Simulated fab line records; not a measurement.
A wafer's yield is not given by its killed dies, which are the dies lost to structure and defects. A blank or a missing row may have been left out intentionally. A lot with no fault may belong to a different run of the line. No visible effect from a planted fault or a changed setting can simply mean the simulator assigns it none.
fab line records	flow n5Finfet	part 1 of 2: steps 1 to 4 of 6
record lots=21	wafers=63	lastDay=18
route steps=1938 shown BEOL_M5@1152 BEOL_M6@1210
lots that met no fault: taken from a fault-free run of the same line
startH: start of the lot's first displayed wafer, in hours after the record's first day	waitH: how many hours have passed since the lot's step before this one	" the same as in the row above	L1.1+2: a single row standing in for several wafers	- either no value or no given start	* or withheld: withheld	< > ~ a bound
route shown NAME@n: NAME is a module with steps in the file, n the number in the route of the first one	usual: average and standard deviation across the fault-free wafers	same: alike in all rows	chamber/n: place in a boat	sites: the reading at each site	_std_site: how widely they spread, as a standard deviation	_edge_site: inner sites' mean taken away from outer sites' mean	radiusMm: how far each site lies from the wafer's centre	mask NAME#n: copy n	behind: tool/chamber where the wafer was last shaped	hold: cause of the lot's hold/its duration in hours/its outcome	device: transistor that didn't switch, given as n, p or np	end of line: the same wafers' tests at the end of the route	where a step has no rows: the recipe by itself	killed: count of dies lost to structure and defects at first sort (not the wafer's yield)	map: per-die view of a wafer (x killed, . not killed, _ where there is no die)
set.NAME: setting as actually run; set.NAME@STEP: the setting as run at that earlier step	model.NAME: the simulator's own value behind a step, which no gauge read
one table for each step of the route and one row for each wafer, over a sample of lots
services: a tool's chamber out of use, with start hour (startH, from the record's first day; less than 0 if before it), hours out, and reason
## steps
# step N5_BEOL_M5_ETCH_75
# recipe chemistry=N2/H2	target=underlayer	targetDepthA=65	maskMaterial=CAR-EUV	timeS=5.2	ionEnergyEv=200	pressureMtorr=30	sourceW=840	biasW=150	n2FlowSccm=200	h2FlowSccm=200	ends=cleared
# usual drypumpMotorCurrentA=5.7/0.34	etchRfOnTimeS=5.21/0.11	h2FlowSccm=200.0/0.63	oesProductAu=0.68/0.082	rfFwdPowerW=819.4/2.5	rfVppV=523.8/2.2	showerheadPlenumPTorr=2.55/0.065	throttleValvePct=17.76/0.2
lot.wafer	tool	chamber	startH	waitH	drypumpMotorCurrentA	etchRfOnTimeS	h2FlowSccm	oesProductAu	rfFwdPowerW	rfHoursCounterH	rfVppV	showerheadPlenumPTorr	throttleValvePct
L074.4	rieDiel-05	1	183.36	0.0	5.2	5.15	199.2	0.66	823.6	144	526.5	2.55	17.65
L074.5	"	2	"	"	5.9	5.34	200.7	0.60	820.1	-	522.6	2.52	17.87
L074.6	"	1	"	"	5.2	5.19	199.5	0.64	819.8	-	524.2	2.55	17.62
L076.2	rieDiel-04	1	191.07	0.0	6.3	5.16	199.9	0.60	820.8	227	525.3	2.60	17.98
L076.3	"	0	"	"	5.6	5.38	199.9	0.59	819.9	248	523.3	2.62	18.08
L076.5	"	2	"	"	6.2	5.06	199.7	0.76	818.0	-	523.6	2.49	17.34
L075.2	rieDiel-05	0	191.25	0.0	5.4	5.23	199.2	0.76	817.0	24	530.0	2.71	17.71
L075.4	"	1	"	"	5.2	5.18	199.9	0.64	821.0	-	523.0	2.55	17.64
L075.6	"	2	"	"	5.9	5.30	199.8	0.60	818.3	-	521.8	2.52	17.90
L077.1	rieDiel-05	2	191.64	0.0	5.8	5.35	200.3	0.60	818.9	215	523.8	2.52	17.89
L077.2	"	1	"	"	5.2	5.20	198.4	0.64	821.9	146	524.0	2.55	17.63
L077.5	"	0	"	"	5.4	5.22	199.8	0.77	816.9	-	529.5	2.71	17.69
L078.2	rieDiel-04	1	216.26	0.0	6.3	5.12	199.2	0.59	821.6	237	524.4	2.60	18.00
L078.5	"	1	"	"	6.3	5.23	199.7	0.57	820.0	-	525.3	2.60	17.98
L078.6	"	3	"	"	5.9	5.30	199.8	0.80	816.3	-	523.4	2.61	17.70
L079.3	rieDiel-01	2	219.12	0.0	5.4	5.30	200.2	0.59	817.0	252	521.3	2.50	18.37
L079.4	"	3	"	"	5.7	5.23	199.6	0.62	818.7	153	519.3	2.44	17.73
L079.5	"	0	"	"	5.3	5.06	199.6	0.70	817.0	-	523.7	2.56	17.70
L080.2	rieDiel-01	3	225.18	0.0	5.6	5.33	199.4	0.61	822.6	155	521.1	2.44	17.77
L080.5	"	2	"	"	5.4	5.34	200.5	0.58	819.4	-	523.7	2.50	18.37
L080.6	"	1	"	"	5.5	5.25	200.1	0.63	819.1	-	524.0	2.53	17.80
L081.2	rieDiel-01	1	228.80	0.0	5.5	5.23	200.5	0.62	820.3	185	521.9	2.53	17.83
L081.4	"	2	"	"	5.4	5.39	200.7	0.57	817.4	-	519.5	2.50	18.40
L081.5	"	0	"	"	5.3	5.06	199.2	0.71	816.4	-	525.1	2.56	17.69
L082.1	rieDiel-04	3	232.46	0.0	5.9	5.23	200.4	0.79	819.6	9	525.7	2.61	17.72
L082.3	"	0	"	"	5.7	5.18	198.5	0.84	820.0	1	523.6	2.62	17.62
L082.5	"	1	"	"	6.3	5.16	200.1	0.59	818.6	-	525.7	2.60	18.01
L085.1	rieDiel-04	1	243.53	0.0	6.3	5.11	200.3	0.59	820.6	245	524.5	2.60	18.01
L085.2	"	3	"	"	5.9	5.24	199.2	0.78	825.1	13	525.1	2.61	17.72
L085.6	"	1	"	"	6.3	5.12	200.0	0.58	823.9	-	527.0	2.60	18.03
L083.1	rieDiel-04	1	245.70	0.0	6.3	5.14	201.3	0.59	816.4	246	525.2	2.60	18.01
L083.3	"	3	"	"	5.9	5.29	200.8	0.78	821.5	13	526.8	2.60	17.73
L083.4	"	0	"	"	5.6	5.29	199.5	0.82	821.0	5	526.8	2.62	17.67
L084.2	rieDiel-01	3	251.89	0.0	5.7	5.23	198.7	0.61	818.7	162	520.1	2.43	17.78
L084.4	"	0	"	"	5.3	5.08	200.1	0.69	817.6	-	527.2	2.55	17.71
L084.6	"	3	"	"	5.6	5.28	200.2	0.62	820.0	-	519.6	2.43	17.77
L087.3	rieDiel-05	1	252.07	0.0	5.2	5.11	199.6	0.64	823.1	166	522.2	2.54	17.66
L087.4	"	3	"	"	5.6	5.52	200.3	0.57	822.2	232	523.5	2.51	17.88
L087.5	"	1	"	"	5.2	5.17	200.4	0.63	818.7	-	521.4	2.54	17.65
L086.3	rieDiel-04	3	257.62	0.0	5.9	5.26	200.4	0.77	819.1	17	524.0	2.60	17.73
L086.4	"	3	"	"	5.9	5.30	200.3	0.76	817.0	-	524.5	2.60	17.71
L086.5	"	0	"	"	5.7	5.29	199.9	0.81	817.7	-	524.1	2.62	17.62
L089.2	rieDiel-01	0	269.18	0.0	5.3	5.13	200.9	0.68	819.4	90	523.2	2.55	17.72
L089.3	"	1	"	"	5.5	5.25	198.7	0.62	820.6	201	526.0	2.52	17.84
L089.5	"	1	"	"	5.5	5.27	199.8	0.62	824.6	-	522.9	2.52	17.86
L090.3	rieDiel-04	0	284.40	0.0	5.6	5.18	200.4	0.78	819.5	20	526.0	2.61	17.61
L090.4	"	0	"	"	5.6	5.18	200.3	0.78	810.2	-	524.6	2.61	17.68
L090.5	"	3	"	"	5.9	5.33	200.9	0.74	821.3	-	525.0	2.60	17.73
L092.1	rieDiel-04	2	293.02	0.0	6.2	5.03	199.9	0.72	816.6	66	522.7	2.48	17.42
L092.2	"	1	"	"	6.3	4.94	200.2	0.87	821.2	1	526.0	2.59	17.56
L092.3	"	0	"	"	5.6	5.21	200.5	0.78	817.4	24	526.6	2.61	17.67
L093.2	rieDiel-01	2	299.18	0.0	5.4	5.25	199.6	0.84	815.7	1	522.1	2.50	17.88
L093.3	"	3	"	"	5.7	5.28	199.6	0.60	822.4	178	520.9	2.43	17.79
L093.4	"	0	"	"	5.3	5.15	200.2	0.67	826.1	102	524.7	2.55	17.73
L094.1	rieDiel-04	3	309.46	0.0	5.9	5.34	201.2	0.73	822.9	36	526.3	2.60	17.77
L094.5	"	1	"	"	6.3	5.02	198.9	0.83	819.1	-	523.5	2.59	17.57
L094.6	"	2	"	"	6.2	5.14	199.3	0.70	815.4	-	523.2	2.48	17.43
L097.2	rieDiel-01	2	316.01	0.0	5.4	5.26	199.4	0.81	818.0	8	522.3	2.50	17.90
L097.4	"	0	"	"	5.3	5.07	200.9	0.67	818.8	109	524.7	2.54	17.77
L097.5	"	1	"	"	5.5	5.22	199.4	0.61	823.0	-	523.1	2.52	17.88
L095.2	rieDiel-01	3	318.36	0.0	5.6	5.28	198.9	0.60	818.4	186	521.0	2.42	17.80
L095.3	"	0	"	"	5.3	5.13	200.4	0.66	819.0	110	525.2	2.54	17.75
L095.4	"	1	"	"	5.6	5.17	200.4	0.60	817.2	217	523.7	2.52	17.86
# step N5_BEOL_M5_SURFACE_TREAT_87
# recipe gas=Ar	timeS=*	ionEnergyEv=*	ionCurrentMaCm2=0.5	pressureMtorr=*	arFlowSccm=30
# usual throttleValvePct=*
lot.wafer	tool	chamber	startH	waitH	throttleValvePct
L074.4	pvdSputter-03	-	184.62	0.2	*
L074.5	"	-	"	"	*
L074.6	"	-	"	"	*
L075.2	pvdSputter-03	-	192.57	0.1	*
L075.4	"	-	"	"	*
L075.6	"	-	"	"	*
L076.2	pvdSputter-03	-	193.27	0.3	*
L076.3	"	-	"	"	*
L076.5	"	-	"	"	*
L077.1	pvdSputter-02	-	194.53	1.0	*
L077.2	"	-	"	"	*
L077.5	"	-	"	"	*
L078.2	pvdSputter-02	-	217.97	0.3	*
L078.5	"	-	"	"	*
L078.6	"	-	"	"	*
L079.3	pvdSputter-02	-	220.43	0.2	*
L079.4	"	-	"	"	*
L079.5	"	-	"	"	*
L080.2	pvdSputter-02	-	226.89	0.3	*
L080.5	"	-	"	"	*
L080.6	"	-	"	"	*
L081.2	pvdSputter-03	-	230.24	0.3	*
L081.4	"	-	"	"	*
L081.5	"	-	"	"	*
L082.1	pvdSputter-02	-	233.85	0.1	*
L082.3	"	-	"	"	*
L082.5	"	-	"	"	*
L085.1	pvdSputter-02	-	245.21	0.2	*
L085.2	"	-	"	"	*
L085.6	"	-	"	"	*
L083.1	pvdSputter-01	-	248.63	1.4	*
L083.3	"	-	"	"	*
L083.4	"	-	"	"	*
L084.2	pvdSputter-01	-	253.38	0.1	*
L084.4	"	-	"	"	*
L084.6	"	-	"	"	*
L087.3	pvdSputter-02	-	253.63	0.1	*
L087.4	"	-	"	"	*
L087.5	"	-	"	"	*
L086.3	pvdSputter-03	-	258.89	0.1	*
L086.4	"	-	"	"	*
L086.5	"	-	"	"	*
L089.2	pvdSputter-01	-	270.90	0.2	*
L089.3	"	-	"	"	*
L089.5	"	-	"	"	*
L090.3	pvdSputter-02	-	287.72	0.2	*
L090.4	"	-	"	"	*
L090.5	"	-	"	"	*
L092.1	pvdSputter-01	-	294.89	0.1	*
L092.2	"	-	"	"	*
L092.3	"	-	"	"	*
L093.2	pvdSputter-03	-	302.59	0.1	*
L093.3	"	-	"	"	*
L093.4	"	-	"	"	*
L094.1	pvdSputter-02	-	311.13	0.2	*
L094.5	"	-	"	"	*
L094.6	"	-	"	"	*
L097.2	pvdSputter-02	-	318.47	0.1	*
L097.4	"	-	"	"	*
L097.5	"	-	"	"	*
L095.2	pvdSputter-01	-	319.98	0.4	*
L095.3	"	-	"	"	*
L095.4	"	-	"	"	*
# step N5_BEOL_M5_SPUTTER_48
# recipe material=Cu	targetThkA=150	tempC=-20	chamberPressurePa=0.07	powerW=withheld	timeS=27.62
# usual susceptorTempC=-20.00/0.11	throttleValvePct=29.6/1.2
lot.wafer	tool	chamber	startH	waitH	susceptorTempC	throttleValvePct
L074.4	pvdSputter-03	-	184.86	0.0	-19.96	30.6
L074.5	"	-	"	"	-19.92	30.4
L074.6	"	-	"	"	-19.97	28.0
L075.2	pvdSputter-01	-	192.85	0.1	-20.03	30.7
L075.4	"	-	"	"	-19.95	28.1
L075.6	"	-	"	"	-19.99	28.0
L076.2	pvdSputter-02	-	194.57	0.9	-19.95	30.7
L076.3	"	-	"	"	-19.93	28.9
L076.5	"	-	"	"	-20.15	31.0
L077.1	pvdSputter-03	-	195.31	0.4	-19.90	30.0
L077.2	"	-	"	"	-20.09	30.7
L077.5	"	-	"	"	-20.02	27.7
L078.2	pvdSputter-01	-	218.21	0.1	-19.97	28.2
L078.5	"	-	"	"	-20.09	29.7
L078.6	"	-	"	"	-20.18	28.3
L079.3	pvdSputter-03	-	220.67	0.1	-19.90	30.2
L079.4	"	-	"	"	-20.12	30.7
L079.5	"	-	"	"	-19.86	30.8
L080.2	pvdSputter-01	-	227.69	0.6	-19.97	30.9
L080.5	"	-	"	"	-19.95	28.4
L080.6	"	-	"	"	-20.35	29.8
L081.2	pvdSputter-03	-	230.54	0.1	-20.01	30.5
L081.4	"	-	"	"	-19.88	30.1
L081.5	"	-	"	"	-19.86	27.8
L082.1	pvdSputter-02	-	234.09	0.1	-19.92	30.8
L082.3	"	-	"	"	-19.88	31.4
L082.5	"	-	"	"	-19.99	28.9
L085.1	pvdSputter-03	-	245.45	0.1	-19.91	30.9
L085.2	"	-	"	"	-20.20	30.5
L085.6	"	-	"	"	-19.90	28.1
L083.1	pvdSputter-01	-	248.87	0.1	-19.93	28.6
L083.3	"	-	"	"	-20.00	28.2
L083.4	"	-	"	"	-20.09	30.9
L084.2	pvdSputter-03	-	253.61	0.1	-20.07	30.7
L084.4	"	-	"	"	-20.08	30.2
L084.6	"	-	"	"	-20.13	30.3
L087.3	pvdSputter-01	-	253.93	0.2	-20.06	29.9
L087.4	"	-	"	"	-20.01	28.1
L087.5	"	-	"	"	-20.02	28.3
L086.3	pvdSputter-03	-	259.15	0.1	-19.89	30.2
L086.4	"	-	"	"	-20.01	30.7
L086.5	"	-	"	"	-19.96	30.7
L089.2	pvdSputter-03	-	271.12	0.1	-20.24	30.8
L089.3	"	-	"	"	-20.05	27.8
L089.5	"	-	"	"	-19.77	30.1
L090.3	pvdSputter-01	-	288.15	0.3	-19.76	29.7
L090.4	"	-	"	"	-19.85	30.9
L090.5	"	-	"	"	-19.72	29.9
L092.1	pvdSputter-01	-	295.17	0.2	-19.95	28.3
L092.2	"	-	"	"	-20.17	29.9
L092.3	"	-	"	"	-19.83	27.9
L093.2	pvdSputter-03	-	302.83	0.1	-19.97	30.2
L093.3	"	-	"	"	-19.93	27.6
L093.4	"	-	"	"	-20.09	30.8
L094.1	pvdSputter-02	-	311.47	0.2	-20.13	31.4
L094.5	"	-	"	"	-20.04	31.0
L094.6	"	-	"	"	-19.87	28.0
L097.2	pvdSputter-03	-	318.71	0.1	-19.94	30.2
L097.4	"	-	"	"	-20.07	30.8
L097.5	"	-	"	"	-20.17	30.1
L095.2	pvdSputter-02	-	321.29	0.9	-20.02	29.4
L095.3	"	-	"	"	-19.90	31.0
L095.4	"	-	"	"	-20.12	31.1
# step N5_BEOL_M5_DEP_56
# recipe material=SiCN	targetThkA=80	tempC=withheld	precursor=3MS/NH3	pressureTorr=3	rfW=202	timeS=14
# usual rfFwdPowerW=198.8/1.2	showerheadPlenumPTorr=3.674/0.013	throttleValvePct=8.8/0.44
lot.wafer	tool	chamber	startH	waitH	rfFwdPowerW	showerheadPlenumPTorr	throttleValvePct
L074.4	pecvd-01	1	191.24	0.0	199.1	3.671	9.3
L074.5	"	0	"	"	198.1	3.694	8.6
L074.6	"	1	"	"	199.6	3.672	9.3
L075.2	pecvd-03	0	198.18	0.0	199.8	3.673	8.3
L075.4	"	1	"	"	199.2	3.682	9.2
L075.6	"	0	"	"	199.1	3.675	8.4
L076.2	pecvd-01	1	199.91	0.0	199.8	3.672	9.4
L076.3	"	0	"	"	197.0	3.685	8.6
L076.5	"	2	"	"	197.1	3.653	9.1
L077.1	pecvd-02	1	200.67	0.0	200.0	3.671	9.0
L077.2	"	0	"	"	199.0	3.670	9.0
L077.5	"	0	"	"	198.8	3.672	8.8
L078.2	pecvd-01	0	223.56	0.0	196.9	3.685	8.9
L078.5	"	0	"	"	196.2	3.679	8.3
L078.6	"	1	"	"	199.9	3.677	9.5
L079.3	pecvd-01	1	226.04	0.0	199.7	3.676	9.4
L079.4	"	0	"	"	198.4	3.696	8.5
L079.5	"	0	"	"	197.4	3.687	8.3
L080.2	pecvd-03	1	233.04	0.0	198.7	3.677	9.3
L080.5	"	1	"	"	199.3	3.670	9.4
L080.6	"	2	"	"	198.0	3.679	8.3
L081.2	pecvd-03	0	235.87	0.0	199.7	3.675	8.3
L081.4	"	0	"	"	199.8	3.679	8.4
L081.5	"	1	"	"	199.2	3.662	9.3
L082.1	pecvd-01	1	239.54	0.0	200.3	3.672	9.2
L082.3	"	0	"	"	197.8	3.689	8.5
L082.5	"	0	"	"	197.1	3.686	8.6
L085.1	pecvd-02	0	250.79	0.0	200.5	3.672	8.7
L085.2	"	2	"	"	200.0	3.670	8.0
L085.6	"	0	"	"	201.1	3.665	8.8
L083.1	pecvd-01	2	254.28	0.0	197.0	3.636	8.1
L083.3	"	0	"	"	197.5	3.699	8.5
L083.4	"	0	"	"	197.9	3.690	8.5
L084.2	pecvd-03	2	258.96	0.0	198.1	3.693	8.3
L084.4	"	2	"	"	197.3	3.691	8.6
L084.6	"	1	"	"	199.5	3.664	9.3
L087.3	pecvd-03	0	259.27	0.0	198.6	3.679	8.4
L087.4	"	2	"	"	197.2	3.690	8.8
L087.5	"	0	"	"	198.7	3.677	8.5
L086.3	pecvd-03	2	265.04	0.0	197.1	3.693	8.7
L086.4	"	2	"	"	197.0	3.681	8.7
L086.5	"	0	"	"	198.5	3.675	8.4
L089.2	pecvd-03	1	276.93	0.0	199.4	3.666	9.4
L089.3	"	0	"	"	199.8	3.683	8.4
L089.5	"	1	"	"	199.2	3.671	9.6
L090.3	pecvd-02	2	293.48	0.0	201.1	3.678	8.2
L090.4	"	1	"	"	198.5	3.665	9.0
L090.5	"	2	"	"	200.0	3.670	8.1
L092.1	pecvd-03	2	300.89	0.0	198.0	3.682	8.6
L092.2	"	1	"	"	199.1	3.668	9.2
L092.3	"	0	"	"	198.6	3.681	8.7
L093.2	pecvd-03	2	308.16	0.0	196.7	3.688	8.5
L093.3	"	1	"	"	199.3	3.665	9.1
L093.4	"	0	"	"	199.6	3.669	8.3
L094.1	pecvd-01	2	317.44	0.0	197.6	3.637	8.1
L094.5	"	1	"	"	200.4	3.674	9.4
L094.6	"	0	"	"	197.0	3.693	8.6
L097.2	pecvd-01	0	324.06	0.0	197.8	3.689	8.6
L097.4	"	0	"	"	197.9	3.689	8.5
L097.5	"	1	"	"	200.3	3.678	9.2
L095.2	pecvd-03	0	326.87	0.0	198.1	3.677	8.4
L095.3	"	2	"	"	196.8	3.684	8.7
L095.4	"	0	"	"	198.4	3.674	8.5
